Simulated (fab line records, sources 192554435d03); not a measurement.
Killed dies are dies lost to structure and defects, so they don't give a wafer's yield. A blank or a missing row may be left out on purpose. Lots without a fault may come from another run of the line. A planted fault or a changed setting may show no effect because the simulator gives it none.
fab line records | flow n5_finfet
record lots=7 wafers=19 last_day=22
route steps=1938 shown GATE_CUT@480 BEOL_M4@1111 PASSIVATION@1936
lots that met no fault: from a run of the same line without faults
start_h: hours from the record's first day to the start of the lot's first wafer shown | wait_h: hours since the lot's step before | " the same as in the row above | L1.1+2: a row that stands for several wafers | - no value, or no start given | * or withheld: withheld | < > ~ a bound
route shown NAME@n: a module of which the file shows steps, and the number in the route of the first | usual: mean/standard deviation of fault-free wafers | same: alike in all rows | chamber/n: place in a boat | sites: the reading at each site | _std_site: their standard deviation | _edge_site: outer sites' mean less inner sites' | radius_mm: how far each site lies from the wafer's centre | mask NAME#n: copy n | behind: the tool/chamber that last shaped the wafer | hold: why the lot was held/for how many hours/how that ended | device: the transistor (n, p or np) that didn't switch | end of line: the same wafers' tests at the end of the route | a step without rows: its recipe alone | killed: dies lost to structure and defects at the first sort, not the wafer's yield | map: a wafer's dies, x killed, . not, _ none there
set.NAME: the setting as run; set.NAME@STEP: as run at that earlier step | model.NAME: the simulator's own value behind a step, which no gauge read
lots at some steps of the route; a table a step, a row a wafer
services: from which hour (start_h, from the record's first day; less than 0 if before it) a tool's chamber was out of use, for how many hours, and why
## steps
# step N5_GATE_CUT_COAT_27
# recipe resist=underlayer temp_c=205 time_s=60 spin_rpm=1500 resist_thk_nm=10
# step N5_GATE_CUT_COAT_07
# recipe resist=CAR-EUV spin_rpm=1500 resist_thk_nm=30
# step N5_GATE_CUT_EBR_09
# recipe solvent=PGMEA ebr_width_mm=1.5
# step N5_GATE_CUT_SOFTBAKE_08
# recipe temp_c=110 time_s=60 resist=CAR-EUV
# step N5_GATE_CUT_EXPOSE_10
# recipe mask_id=GATE_CUT na=0.33 source_shape=annular sigma_inner=0.35 sigma_outer=0.8 polarization=unpolarized target_cd_nm=20 dose_mj=43.25
# step N5_GATE_CUT_PEB_11
# recipe peb_temp_c=100 peb_time_s=60 resist=CAR-EUV
# step N5_GATE_CUT_DEVELOP_12
# recipe develop_time_s=30 developer=TMAH resist=CAR-EUV rinse_liquid=surfactant_rinse dry=air_spin dev_temp_c=23
# step N5_GATE_CUT_CD_MEAS_13
# recipe target_cd_nm=20 landing_energy_ev=500 detector=se_inlens
# usual cd_nm=20.17/0.26
# columns lot.wafer tool chamber start_h wait_h cd_nm
L716.4 cd_sem-03 0 113.70 - 20.08
L716.5 " 0 " " 20.14
L716.6 " 0 " " 20.13
L717.2 cd_sem-03 0 119.09 - 20.22
L717.3 " 0 " " 19.95
L717.4 " 0 " " 20.42
L718.1 cd_sem-02 0 125.40 - 19.87
L718.4 " 0 " " 20.42
L718.6 " 0 " " 20.31
L723.1 cd_sem-03 0 170.15 - 19.66
L723.5 " 0 " " 20.19
L723.6 " 0 " " 20.27
L726.3 cd_sem-02 0 176.03 - 20.21
L726.6 " 0 " " 19.95
L727.3 cd_sem-01 0 181.21 - 19.94
L727.6 " 0 " " 20.02
L728.1 cd_sem-02 0 188.60 - 20.30
L728.3 " 0 " " 20.35
L728.6 " 0 " " 20.41
# step N5_GATE_CUT_OVL_MEAS_14
# recipe points_per_wafer=522
# usual GATE_CUT_OVL=0.0/0.62
# columns lot.wafer tool chamber start_h wait_h GATE_CUT_OVL[nm]
L716.4 overlay-01 0 113.74 0.0 -0.3
L716.5 " 0 " " 0.7
L716.6 " 0 " " 0.2
L717.2 overlay-02 0 119.13 0.0 0.1
L717.3 " 0 " " 1.1
L717.4 " 0 " " -0.1
L718.1 overlay-01 0 125.43 0.0 -0.4
L718.4 " 0 " " -0.4
L718.6 " 0 " " -0.5
L723.1 overlay-02 0 170.18 0.0 -0.1
L723.5 " 0 " " -0.2
L723.6 " 0 " " 0.1
L726.3 overlay-02 0 176.07 0.0 0.0
L726.6 " 0 " " 0.1
L727.3 overlay-02 0 181.25 0.0 0.8
L727.6 " 0 " " 0.5
L728.1 overlay-02 0 188.64 0.0 -0.2
L728.3 " 0 " " 0.5
L728.6 " 0 " " 0.4
# step N5_GATE_CUT_INSPECT_15
# recipe mode=adi inspect_instrument=brightfield
# usual raw_defect_count=136/46
# columns lot.wafer tool chamber start_h wait_h raw_defect_count
L716.4 defect_inspect-02 - 113.78 0.0 70
L716.5 " - " " 74
L716.6 " - " " 88
L717.2 defect_inspect-02 - 119.18 0.0 91
L717.3 " - " " 75
L717.4 " - " " 121
L718.1 defect_inspect-01 - 125.49 0.1 149
L718.4 " - " " 65
L718.6 " - " " 172
L723.1 defect_inspect-01 - 170.24 0.1 171
L723.5 " - " " 178
L723.6 " - " " 211
L726.3 defect_inspect-01 - 176.12 0.0 84
L726.6 " - " " 124
L727.3 defect_inspect-02 - 181.30 0.0 136
L727.6 " - " " 145
L728.1 defect_inspect-02 - 188.69 0.1 163
L728.3 " - " " 187
L728.6 " - " " 115
# step N5_GATE_CUT_DESCUM_18
# recipe chemistry=O2 time_s=7 source_power_w=50 bias_power_w=20 pressure_mtorr=20 rf_frequency_hz=2.712e+07 temp_c=40 resist=CAR-EUV o2_flow_sccm=225
# usual drypump_motor_current_A=5.6/0.41 oes_product_au=0.80/0.085 rf_vpp_V=243.5/1.2 showerhead_plenum_p_Torr=2.11/0.056 throttle_valve_pct=20.24/0.24
# columns lot.wafer tool chamber start_h wait_h drypump_motor_current_A oes_product_au rf_hours_counter_h rf_vpp_V showerhead_plenum_p_Torr throttle_valve_pct
L716.4 rie_diel-01 0 113.82 0.0 5.0 0.80 93 242.8 2.02 19.97
L716.5 " 2 " " 6.2 0.68 - 244.2 2.15 20.65
L716.6 " 1 " " 5.6 0.82 - 243.3 2.10 20.01
L717.2 rie_diel-04 1 119.21 0.0 5.4 0.75 178 241.7 2.10 20.74
L717.3 " 0 " " 5.3 0.92 21 245.5 2.23 20.44
L717.4 " 3 " " 5.8 0.78 136 244.2 2.08 19.92
L718.1 rie_diel-04 0 125.53 0.0 5.3 0.90 23 245.2 2.23 20.45
L718.4 " 2 " " 5.1 0.73 179 245.6 2.15 20.25
L718.6 " 1 " " 5.4 0.74 - 242.9 2.10 20.76
L723.1 rie_diel-01 3 170.28 0.0 6.2 0.98 6 243.6 2.13 20.10
L723.5 " 2 " " 6.2 0.93 - 243.3 2.14 20.29
L723.6 " 3 " " 6.2 0.98 - 242.9 2.13 20.08
L726.3 rie_diel-01 0 176.19 0.1 5.0 0.77 116 241.7 2.01 19.99
L726.6 " 2 " " 6.1 0.92 - 244.3 2.14 20.30
L727.3 rie_diel-01 1 181.36 0.1 5.6 0.79 96 242.8 2.09 20.04
L727.6 " 0 " " 5.0 0.76 - 242.7 2.01 20.00
L728.1 rie_diel-01 3 189.01 0.3 6.2 0.95 13 243.6 2.13 20.11
L728.3 " 2 " " 6.2 0.90 24 243.5 2.14 20.29
L728.6 " 0 " " 5.0 0.76 - 241.9 2.01 20.00
# step N5_GATE_CUT_ETCH_28
# recipe chemistry=N2/H2 target=underlayer target_depth_a=130 mask_material=CAR-EUV time_s=10.4 ion_energy_ev=200 pressure_mtorr=30 source_w=840 bias_w=150 n2_flow_sccm=200 h2_flow_sccm=200 ends=cleared
# usual drypump_motor_current_A=5.6/0.41 etch_rf_on_time_s=10.49/0.2 oes_product_au=0.68/0.071 rf_vpp_V=524.7/2 showerhead_plenum_p_Torr=2.57/0.069 throttle_valve_pct=17.73/0.21
# columns lot.wafer tool chamber start_h wait_h drypump_motor_current_A etch_rf_on_time_s oes_product_au rf_hours_counter_h rf_vpp_V showerhead_plenum_p_Torr throttle_valve_pct
L716.4 rie_diel-01 0 113.85 0.0 5.1 10.73 0.67 93 521.8 2.46 17.46
L716.5 " 2 " " 6.2 10.23 0.58 - 524.2 2.61 18.04
L716.6 " 1 " " 5.6 10.42 0.71 - 524.2 2.59 17.66
L717.2 rie_diel-04 1 119.25 0.0 5.4 10.34 0.64 178 523.4 2.54 18.03
L717.3 " 0 " " 5.3 10.67 0.76 21 528.0 2.72 18.00
L717.4 " 3 " " 5.8 10.68 0.65 136 523.0 2.56 17.57
L718.1 rie_diel-04 0 125.56 0.0 5.3 10.67 0.76 23 529.4 2.71 18.01
L718.4 " 2 " " 5.1 10.26 0.63 179 525.1 2.64 17.98
L718.6 " 1 " " 5.4 10.47 0.63 - 525.0 2.54 18.03
L723.1 rie_diel-01 3 170.31 0.0 6.2 10.32 0.83 6 525.6 2.58 17.39
L723.5 " 2 " " 6.2 10.31 0.79 - 523.7 2.60 17.61
L723.6 " 3 " " 6.2 10.40 0.82 - 524.9 2.58 17.39
L726.3 rie_diel-01 0 176.23 0.0 5.0 10.80 0.64 116 519.5 2.45 17.49
L726.6 " 2 " " 6.2 10.44 0.79 - 526.2 2.60 17.61
L727.3 rie_diel-01 1 181.39 0.0 5.6 10.44 0.68 96 523.3 2.58 17.70
L727.6 " 0 " " 5.0 10.76 0.65 - 522.3 2.45 17.49
L728.1 rie_diel-01 3 189.05 0.0 6.2 10.35 0.81 13 525.4 2.58 17.39
L728.3 " 2 " " 6.1 10.40 0.78 24 523.7 2.59 17.62
L728.6 " 0 " " 5.0 10.85 0.64 - 521.7 2.45 17.52
# step N5_GATE_CUT_ETCH_36
# recipe chemistry=CF4 target=SiARC target_depth_a=130 mask_material=CAR-EUV time_s=21.7 ion_energy_ev=80 pressure_mtorr=40 source_w=545 bias_w=36 Ar_flow_sccm=100 cf4_flow_sccm=100 ends=cleared
# usual drypump_motor_current_A=5.6/0.41 etch_rf_on_time_s=21.9/0.41 oes_product_au=0.68/0.07 rf_vpp_V=184.3/0.97 showerhead_plenum_p_Torr=2.17/0.05 throttle_valve_pct=15.50/0.2
# columns lot.wafer tool chamber start_h wait_h drypump_motor_current_A etch_rf_on_time_s oes_product_au rf_hours_counter_h rf_vpp_V showerhead_plenum_p_Torr throttle_valve_pct
L716.4 rie_diel-01 0 113.87 0.0 5.0 22.6 0.66 93 184.3 2.08 15.23
L716.5 " 2 " " 6.2 21.4 0.58 - 184.1 2.19 15.82
L716.6 " 1 " " 5.6 22.1 0.71 - 183.8 2.18 15.40
L717.2 rie_diel-04 1 119.27 0.0 5.4 21.6 0.64 178 183.1 2.15 15.88
L717.3 " 0 " " 5.3 22.1 0.76 21 185.7 2.27 15.56
L717.4 " 3 " " 5.8 22.1 0.66 136 183.9 2.16 15.37
L718.1 rie_diel-04 0 125.58 0.0 5.3 22.2 0.76 23 183.6 2.27 15.55
L718.4 " 2 " " 5.1 21.5 0.63 179 184.8 2.22 15.58
L718.6 " 1 " " 5.4 21.6 0.63 - 184.0 2.15 15.91
L723.1 rie_diel-01 3 170.33 0.0 6.2 21.9 0.82 6 184.5 2.17 15.15
L723.5 " 2 " " 6.2 21.8 0.78 - 184.4 2.18 15.36
L723.6 " 3 " " 6.2 21.8 0.82 - 184.9 2.17 15.16
L726.3 rie_diel-01 0 176.25 0.0 5.1 22.6 0.65 116 184.1 2.07 15.28
L726.6 " 2 " " 6.2 13.8 1.04 - 185.7 2.18 15.38
L727.3 rie_diel-01 1 181.41 0.0 5.6 22.0 0.68 96 184.8 2.17 15.44
L727.6 " 0 " " 5.0 14.2 0.85 - 181.8 2.07 15.29
L728.1 rie_diel-01 3 189.07 0.0 6.2 21.8 0.80 13 181.9 2.17 15.19
L728.3 " 2 " " 6.1 21.9 0.77 24 183.5 2.18 15.37
L728.6 " 0 " " 5.0 14.2 0.85 - 182.3 2.07 15.31
# step N5_GATE_CUT_ETCH_37
# recipe chemistry=N2/H2 target=SOC target_depth_a=600 overetch_a=120 mask_material=SiARC temp_c=40 time_s=90 ion_energy_ev=200 pressure_mtorr=30 source_w=840 bias_w=150 n2_flow_sccm=200 h2_flow_sccm=200
# usual drypump_motor_current_A=5.6/0.41 oes_product_au=0.71/0.073 rf_vpp_V=524.7/2 showerhead_plenum_p_Torr=2.57/0.069 throttle_valve_pct=17.70/0.21
# columns lot.wafer tool chamber start_h wait_h drypump_motor_current_A oes_product_au rf_hours_counter_h rf_vpp_V showerhead_plenum_p_Torr throttle_valve_pct
L716.4 rie_diel-01 0 113.90 0.0 5.0 0.72 93 520.8 2.46 17.43
L716.5 " 2 " " 6.2 0.61 - 525.3 2.61 18.00
L716.6 " 1 " " 5.6 0.75 - 524.8 2.59 17.63
L717.2 rie_diel-04 1 119.29 0.0 5.4 0.67 179 524.1 2.54 18.00
L717.3 " 0 " " 5.3 0.80 21 528.9 2.72 17.98
L717.4 " 3 " " 5.8 0.70 136 524.7 2.56 17.54
L718.1 rie_diel-04 0 125.61 0.0 5.3 0.80 23 528.1 2.71 17.98
L718.4 " 2 " " 5.1 0.66 179 526.0 2.64 17.96
L718.6 " 1 " " 5.4 0.67 - 524.3 2.54 18.00
L723.1 rie_diel-01 3 170.36 0.0 6.2 0.86 6 524.8 2.58 17.35
L723.5 " 2 " " 6.2 0.83 - 526.1 2.60 17.60
L723.6 " 3 " " 6.2 0.86 - 525.4 2.58 17.35
L726.3 rie_diel-01 0 176.27 0.0 5.0 0.69 116 522.0 2.45 17.45
L726.6 " 2 " " 6.2 0.82 - 525.0 2.60 17.58
L727.3 rie_diel-01 1 181.44 0.0 5.6 0.72 96 525.5 2.58 17.69
L727.6 " 0 " " 5.0 0.69 - 520.8 2.45 17.47
L728.1 rie_diel-01 3 189.09 0.0 6.2 0.85 13 524.5 2.58 17.38
L728.3 " 2 " " 6.2 0.81 24 522.9 2.60 17.60
L728.6 " 0 " " 5.0 0.68 - 523.0 2.45 17.48
# step N5_BEOL_M4_RC_MEAS_101
# usual DIBL_N=35.8/1.6 DIBL_P=35.6/2 IOFF_N=0.15/0.031 IOFF_P=0.20/0.033 ION_N=668/12 ION_P=459/6.8 SS_N=71.4/0.53 SS_P=73.1/0.63 VT_N=250/3.5 VT_P=-251/3
# columns lot.wafer tool chamber start_h wait_h DIBL_N[mV/V] DIBL_P[mV/V] IOFF_N[nA/um] IOFF_P[nA/um] ION_N[uA/um] ION_P[uA/um] SS_N[mV/dec] SS_P[mV/dec] VT_N[mV] VT_P[mV]
L716.4 prober-01 0 353.53 0.5 34.9 33.2 0.13 0.19 660 462 71.2 71.7 251 -249
L716.5 " 0 " " 36.4 35.1 0.16 0.23 685 470 71.9 73.1 249 -247
L716.6 " 0 " " 35.8 34.8 0.15 0.22 674 464 71.5 72.1 251 -247
L717.2 prober-02 0 360.63 0.2 36.1 31.5 0.13 0.17 656 452 71.5 73.6 252 -251
L717.3 " 0 " " 39.3 35.5 0.19 0.23 681 458 72.2 73.8 248 -246
L717.4 " 0 " " 38.8 35.4 0.17 0.22 664 454 71.9 74.1 250 -249
L718.1 prober-01 0 387.54 0.0 34.3 35.1 0.12 0.17 656 453 70.5 73.0 256 -251
L718.4 " 0 " " 35.3 36.8 0.14 0.20 659 461 70.5 72.3 255 -251
L718.6 " 0 " " 35.2 35.7 0.13 0.19 662 459 71.5 72.0 251 -250
L728.1 prober-01 0 399.36 0.0 36.8 37.8 0.18 0.23 679 462 71.8 73.8 249 -247
L728.3 " 0 " " 35.6 35.2 0.14 0.19 659 451 71.6 73.2 251 -253
L728.6 " 0 " " 35.1 34.3 0.14 0.18 651 446 71.1 73.1 253 -251
L723.1 prober-02 0 402.54 0.0 36.8 37.3 0.17 0.22 680 464 71.8 72.9 249 -251
L723.5 " 0 " " 34.8 34.4 0.13 0.17 637 453 71.9 73.2 255 -255
L723.6 " 0 " " 36.3 36.9 0.16 0.21 671 459 71.4 73.3 248 -253
L727.3 prober-01 0 404.67 0.3 35.6 33.8 0.13 0.18 666 457 71.0 73.4 252 -255
L727.6 " 0 " " 36.9 36.1 0.16 0.21 680 462 71.5 73.6 249 -251
L726.3 prober-01 0 414.65 0.3 36.4 36.5 0.17 0.23 672 467 71.3 73.9 249 -248
L726.6 " 0 " " 38.0 38.3 0.20 0.27 681 472 72.1 74.8 245 -245
# step N5_PASSIVATION_PROBE_49
# usual defect_limited_yield=90.7/1.5 killed_at_M0_to_M3=38/11 killed_at_M4_up=15/5.5 killed_at_contacts=12/6 killed_at_front_end=41/11 killed_at_other=3.5/2.7 killed_dies=110/18 killed_open=72/13 killed_short=35/8.7 sort_bin_5_function=5.5/1.1 sort_bin_6_memory=3.4/0.63 sort_bin_8_speed=0.01/0.037 sort_n_pass=1070/18 sort_yield_pct=90.7/1.5
# same gross_dies=1180 killed_at_back_side=0 sort_bin_4_leakage[%]=0
# columns lot.wafer tool chamber start_h wait_h defect_limited_yield[%] killed_at_M0_to_M3 killed_at_M4_up killed_at_contacts killed_at_front_end killed_at_other killed_dies killed_open killed_short sort_bin_5_function[%] sort_bin_6_memory[%] sort_bin_8_speed[%] sort_n_pass sort_yield_pct[%]
L717.2 prober-02 - 474.73 0.1 89.1 48 15 15 43 8 129 89 37 6.4 4.4 0 1051 89.1
L717.3 prober-02 - 474.78 0.1 88.8 61 26 16 25 4 132 90 40 6.9 3.9 0 1048 88.8
L717.4 prober-02 - 474.83 0.2 86.8 62 21 24 45 4 156 101 52 8.0 4.9 0 1024 86.8
L728.1 prober-02 - 519.79 0.5 91.9 36 14 9 35 1 95 67 25 5.2 2.7 0 1085 91.9
# killed by level:class
L717.2 MOL_CONTACT_COAG:geometric_particle:open=13 BEOL_M2:geometric_particle:open=13 STI_FIN_REVEAL:geometric_particle:open=9 BEOL_M0_SAQP:geometric_particle:short=8 FIN_SAQP:geometric_particle:open=7 FIN_SAQP:geometric_particle:short=7 BEOL_M0_SAQP:geometric_particle:open=7 BEOL_M3:geometric_particle:open=7
L717.3 MOL_CONTACT_COAG:geometric_particle:open=15 BEOL_M0_SAQP:geometric_particle:open=14 BEOL_M4:geometric_particle:open=12 BEOL_M0_SAQP:geometric_particle:short=11 BEOL_M2:geometric_particle:open=9 BEOL_M3:geometric_particle:open=8 FIN_SAQP:geometric_particle:open=6 BEOL_M0:geometric_particle:open=5
L717.4 MOL_CONTACT_COAG:geometric_particle:open=18 BEOL_M0_SAQP:geometric_particle:short=14 BEOL_M2:geometric_particle:open=13 FIN_SAQP:geometric_particle:short=12 BEOL_M0_SAQP:geometric_particle:open=10 BEOL_M3:geometric_particle:open=10 DUMMY_GATE:geometric_particle:open=9 STI_FIN_REVEAL:geometric_particle:open=8
L728.1 BEOL_M3:geometric_particle:open=10 MOL_CONTACT_COAG:geometric_particle:open=9 DUMMY_GATE:geometric_particle:open=6 FIN_SAQP:geometric_particle:open=5 STI_FIN_REVEAL:geometric_particle:open=5 BEOL_M2:geometric_particle:open=5 BEOL_M0_SAQP:geometric_particle:short=5 BEOL_M1:geometric_particle:open=5
## services
# columns tool chamber start_h hours kind
rie_diel-04 - 91.50 0.6 repair
rie_diel-01 0 98.96 4.9 repair
rie_diel-01 2 117.67 - clean
rie_diel-01 2 117.67 - consumable_replace:focus_ring
rie_diel-01 2 117.67 14.4 scheduled_down
rie_diel-01 2 117.67 14.4 vent_cycle
rie_diel-01 3 132.34 - clean
rie_diel-01 3 132.34 - consumable_replace:focus_ring
rie_diel-01 3 132.34 19.6 scheduled_down
rie_diel-01 3 132.34 19.6 vent_cycle
rie_diel-04 - 140.84 11.0 repair
rie_diel-01 0 147.44 2.4 repair
rie_diel-01 0 155.67 2.0 repair
rie_diel-01 - 155.97 0.6 repair
rie_diel-04 2 173.32 3.1 repair
rie_diel-04 - 184.97 0.5 repair
## key
first_sign step=N5_GATE_CUT_ETCH_36 reading=etch_rf_on_time_s direction=down sigmas=19 usual=* struck=*
effect step=N5_GATE_CUT_ETCH_36 reading=oes_product_au direction=up sigmas=3.4 usual=0.68 struck=0.91
met_at N5_GATE_CUT_ETCH_36
struck_wafers L726.6,L727.6,L728.6
onset_between 170.33 176.25
fault kind=process_parameter_drift tool=rie_diel-01 chamber=- onset_h=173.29 steps=N5_GATE_CUT_ETCH_36 channel=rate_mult offset=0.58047 shape=step end_h=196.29 scope=struck_wafers_only
